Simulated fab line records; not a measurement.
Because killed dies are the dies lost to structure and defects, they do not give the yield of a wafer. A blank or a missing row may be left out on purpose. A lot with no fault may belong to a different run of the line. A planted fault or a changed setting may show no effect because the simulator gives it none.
A struck lot beside a sound one / flow nandHarc / 17 out of 1159 route steps
Sound: the wafers L410.2, L410.3, L410.5. Struck: wafers L412.3, L412.4, L412.5. The cause is given at the end.
Order at every step that has rows: each side's tool, ch and its chambers, its first start. Under that, the readings that differ: sound wafers / struck wafers / difference of the means / sigmas: that difference in standard deviations of wafers without a fault.
alike: a reading whose means differ by less than 2 such deviations, as well as words and numbers matching on both sides. not compared: withheld readings; readings where some wafer has no value; bounds like >300 that might hide an equal value; numbers whose values overlap and for which the record gives no deviation.
The two part at a step that has a row with sigmas, a row that says differs or no value, or rows on one side only. When numbers do not overlap yet have no deviation, they are printed without sigmas and do not part them. A reading that every wafer of one side lacks parts them only if that side has two wafers or more.

first, 2 steps without rows for these wafers: NHARC_A_BONDPAD_ETCH_34 (etches the open film in N2/H2, target depth 60 nm, overetch 18 nm, time 65.91 s); NHARC_A_BONDPAD_ETCH_12 (etches the open film in CHF3/O2, target depth 220 nm, time 110 s).
NHARC_A_BONDPAD_CD_MEAS_13:
  struck on cdSem-01, day 18 20:13; sound on cdSem-02, day 18 09:46
  alike: cdNm
NHARC_A_BONDPAD_STRIP_15: strips in O2.
  sound on rieDiel-09 ch 1,2,3, day 18 09:50; struck on rieDiel-09 ch 1,2,3, day 18 20:19
  alike: drypumpMotorCurrentA, mfcArSccm, oesProductAu, rfVppV, showerheadPlenumPTorr, throttleValvePct
  not compared: rfHoursCounterH
NHARC_A_BONDPAD_ETCH_24: etches the open film in CF4/N2, target depth 30 nm, time 72.99 s.
  sound: rieDiel-09 ch 0,2,3; struck: rieDiel-09 ch 0,3
  alike: biasW, drypumpMotorCurrentA, mfcArSccm, oesProductAu, rfVppV, showerheadPlenumPTorr, throttleValvePct
  not compared: rfHoursCounterH
then, 1 step without rows for these wafers: NHARC_A_BONDPAD_STRIP_16 (strips in post etch residue remover, time 600 s).
NHARC_A_BONDPAD_DEGAS_25: time 60 s.
  struck on pvdSputter-03, day 18 20:51; sound on pvdSputter-01, day 18 10:23
  alike: heaterPowerW
then, 2 steps without rows for these wafers: NHARC_A_BONDPAD_PRE_CLEAN_26 (time 30 s); NHARC_A_BONDPAD_PVD_17 (deposits TaN, target thk 5 nm, time 8.06 s).
NHARC_A_BONDPAD_PVD_27: deposits Cu, target thk 30 nm, time 20.49 s.
  sound on pvdSputter-01; struck on pvdSputter-03
  alike: throttleValvePct
then, 1 step without rows for these wafers: NHARC_A_BONDPAD_ECD_18 (material Cu, target thk 400 nm).
NHARC_A_BONDPAD_ANNEAL_28: time 90 s.
  sound on rtpAnneal-01 ch 0, day 18 11:10; struck on rtpAnneal-02 ch 0, day 18 21:41
  alike: wafer_temp_C_max
NHARC_A_BONDPAD_CMP_19: polishes, t overpolish 30 s, cu recess touch 16 s, target thk 169.8 nm.
  sound on cmp-03 ch 0,1,3, day 18 11:29; struck on cmp-03 ch 2,3, day 18 21:58
  no value came back on the struck wafers for any of 5 readings (cuRecessTouchS (s), edgeZonePressureFrac and others); on the sound wafers cuRecessTouchS (s) reads 16 16 16
NHARC_A_BONDPAD_THK_MEAS_20: measures by xrf.
  struck on filmMetro-02, day 18 22:16; sound on filmMetro-02, day 18 11:49
reading=thkNm (nm); sound=169.6 167.9 167.4; struck=402.5 395.7 399.1; difference=+230.8; sigmas=+99 or more
then, 1 step without rows for these wafers: NHARC_A_BONDPAD_SRD_21 (time 30 s, dry time 20 s).
NHARC_A_BONDPAD_INSPECT_23:
  struck on defectInspect-02, day 18 22:32; sound on defectInspect-02, day 18 12:02
reading=rawDefectCount; sound=439 364 372; struck=3296 3192 3253; difference=+2855; sigmas=+26
NHARC_END_SORT_01:
  here the record holds rows for the struck wafers (prober-02 ch 0, day 20 02:51) but none for the sound ones

WHERE THEY PART
First at NHARC_A_BONDPAD_CMP_19; last, within this record, at NHARC_END_SORT_01.

WHY: the cause the simulator had injected
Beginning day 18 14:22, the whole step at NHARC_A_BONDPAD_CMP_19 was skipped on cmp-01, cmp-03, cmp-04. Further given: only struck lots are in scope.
